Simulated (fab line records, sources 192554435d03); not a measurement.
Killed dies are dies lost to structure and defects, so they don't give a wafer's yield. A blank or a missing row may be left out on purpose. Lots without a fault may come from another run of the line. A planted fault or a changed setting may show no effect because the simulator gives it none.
Which tool did it? | flow n5_finfet | 13 lots, 39 wafers sampled, at 4 steps of a route of 1938

WHAT THE GAUGES READ, wafer by wafer
N5_PASSIVATION_OVL_MEAS_60. Usual: TV_OVL -1 nm, standard deviation 5.7.
lot  | measured     | on         | TV_OVL (nm) | flag
L320 | day 12 21:48 | overlay-01 | -5 0 -2     |
L322 | day 14 00:11 | overlay-01 | -1 -7 -1    |
L323 | day 14 13:43 | overlay-02 | 5 -4 -11    |
L324 | day 13 11:31 | overlay-01 | 9 1 -1      |
L325 | day 14 17:59 | overlay-02 | -9 -8 -13   |
L326 | day 14 13:53 | overlay-01 | -3 1 2      |
L327 | day 14 21:57 | overlay-02 | 3 9 3       |
L329 | day 15 02:05 | overlay-02 | 11 3 -1     |
L331 | day 15 17:37 | overlay-02 | 5 -1 -2     |
L332 | day 16 08:40 | overlay-01 | -3 1 -7     |
L336 | day 17 05:02 | overlay-01 | -3 -1 11    |
L341 | day 18 15:13 | overlay-02 | -4 -13 -7   |
L342 | day 20 07:28 | overlay-02 | -2 -4 -2    |

N5_PASSIVATION_CD_MEAS_44: target cd 40000 nm. Usual: cd_nm 39998 nm, standard deviation 3.4.
lot  | measured     | on        | cd_nm (nm)        | flag
L320 | day 13 01:25 | cd_sem-02 | 40001 39990 39997 |
L322 | day 14 03:46 | cd_sem-01 | 40002 39996 39996 |
L323 | day 14 17:14 | cd_sem-02 | 39993 39998 39993 |
L324 | day 13 16:46 | cd_sem-01 | 40000 40001 39998 |
L325 | day 14 21:23 | cd_sem-01 | 39997 40002 39997 |
L326 | day 14 17:28 | cd_sem-03 | 39997 39999 40004 |
L327 | day 15 01:17 | cd_sem-02 | 39996 39991 39996 |
L329 | day 15 05:46 | cd_sem-03 | 39994 40000 40002 |
L331 | day 15 21:24 | cd_sem-02 | 39996 39997 40000 |
L332 | day 16 12:11 | cd_sem-03 | 40006 39999 40000 |
L336 | day 17 10:40 | cd_sem-01 | 39997 39999 39998 |
L341 | day 18 18:16 | cd_sem-02 | 40003 40000 39998 |
L342 | day 20 11:10 | cd_sem-03 | 39994 39995 39996 |

N5_PASSIVATION_OVL_MEAS_66. Usual: PASS_OPEN_OVL 1 nm, standard deviation 4.7.
lot  | measured     | on         | PASS_OPEN_OVL (nm) | flag
L320 | day 13 01:26 | overlay-02 | -3 5 5             |
L322 | day 14 03:48 | overlay-01 | -1 -1 -2           |
L323 | day 14 17:16 | overlay-02 | 1 0 7              |
L324 | day 13 16:48 | overlay-01 | 9 7 1              |
L325 | day 14 21:25 | overlay-02 | -5 -7 2            |
L326 | day 14 17:30 | overlay-01 | 3 -2 2             |
L327 | day 15 01:19 | overlay-02 | 6 2 0              |
L329 | day 15 05:47 | overlay-01 | -5 0 -8            |
L331 | day 15 21:26 | overlay-01 | 2 6 -7             |
L332 | day 16 12:13 | overlay-02 | 8 6 5              |
L336 | day 17 10:41 | overlay-01 | 4 3 10             |
L341 | day 18 18:18 | overlay-01 | -6 -7 -6           |
L342 | day 20 11:11 | overlay-02 | 5 8 8              |

WHICH TOOL RAN EACH LOT (tool, then ch and the chambers of the sampled wafers, then the start)
lot  | N5_SDB_ALD_29
L320 | ald_sin-02 ch 0,3, day 4 00:40
L322 | ald_sin-04 ch 0,1,3, day 4 12:46
L323 | ald_sin-03 ch 0,1, day 4 17:33
L324 | ald_sin-03 ch 0,1, day 5 00:25
L325 | ald_sin-02 ch 0,2,3, day 5 12:53
L326 | ald_sin-03 ch 0,1,2, day 5 13:10
L327 | ald_sin-03 ch 0,2, day 5 21:28
L329 | ald_sin-04 ch 0,2,3, day 6 04:40
L331 | ald_sin-03 ch 0,1,2, day 6 19:10
L332 | ald_sin-03 ch 0,3, day 7 01:11
L336 | ald_sin-04 ch 0,1,3, day 7 22:50
L341 | ald_sin-04 ch 0,2, day 9 10:31
L342 | ald_sin-03 ch 0,2,3, day 9 13:42
- N5_SDB_ALD_29: deposits SiNx, target thk 30 nm, pulse time 1 s, ald cycles 600.

WHAT THE TOOLS THEMSELVES READ (means of the sampled wafers that have a number; where no wafer has one, the mark that the record gives instead)
N5_SDB_ALD_29. Usual: heater_power_w 845 W, standard deviation 70; precursor_pulse_height_rel 0.998, standard deviation 0.018.
lot  | tool       | heater_power_w (W) | precursor_pulse_height_rel | flag
L320 | ald_sin-02 | 859                | 1.006                      |
L322 | ald_sin-04 | 854                | 1.001                      |
L323 | ald_sin-03 | 789                | 0.980                      |
L324 | ald_sin-03 | 777                | 0.982                      |
L325 | ald_sin-02 | 907                | 0.978                      |
L326 | ald_sin-03 | 792                | 1.017                      |
L327 | ald_sin-03 | 790                | 1.009                      |
L329 | ald_sin-04 | 893                | 1.002                      |
L331 | ald_sin-03 | 792                | 1.001                      |
L332 | ald_sin-03 | 770                | 1.009                      |
L336 | ald_sin-04 | 841                | 1.010                      |
L341 | ald_sin-04 | 960                | 0.999                      |
L342 | ald_sin-03 | 788                | 0.999                      |

THE ANSWER, worked out from the rows above alone
Rule: a lot is off if the mean of its wafers that have a number lies more than 3 standard deviations from the usual mean. A lot without any number at a reading at which 4 lots or more have one is off too. The other lots that the step has rows for count as sound. The gauges are gone through in route order, then the tools' own readings, and for those a lot's mean is taken as printed above. The first step at which some lot is off is used, and at that step the reading that is off furthest; a lot without a number counts as furthest.
No lot is off at any reading shown: from this, nothing can be told.

WHAT THE SIMULATOR HAD PUT IN
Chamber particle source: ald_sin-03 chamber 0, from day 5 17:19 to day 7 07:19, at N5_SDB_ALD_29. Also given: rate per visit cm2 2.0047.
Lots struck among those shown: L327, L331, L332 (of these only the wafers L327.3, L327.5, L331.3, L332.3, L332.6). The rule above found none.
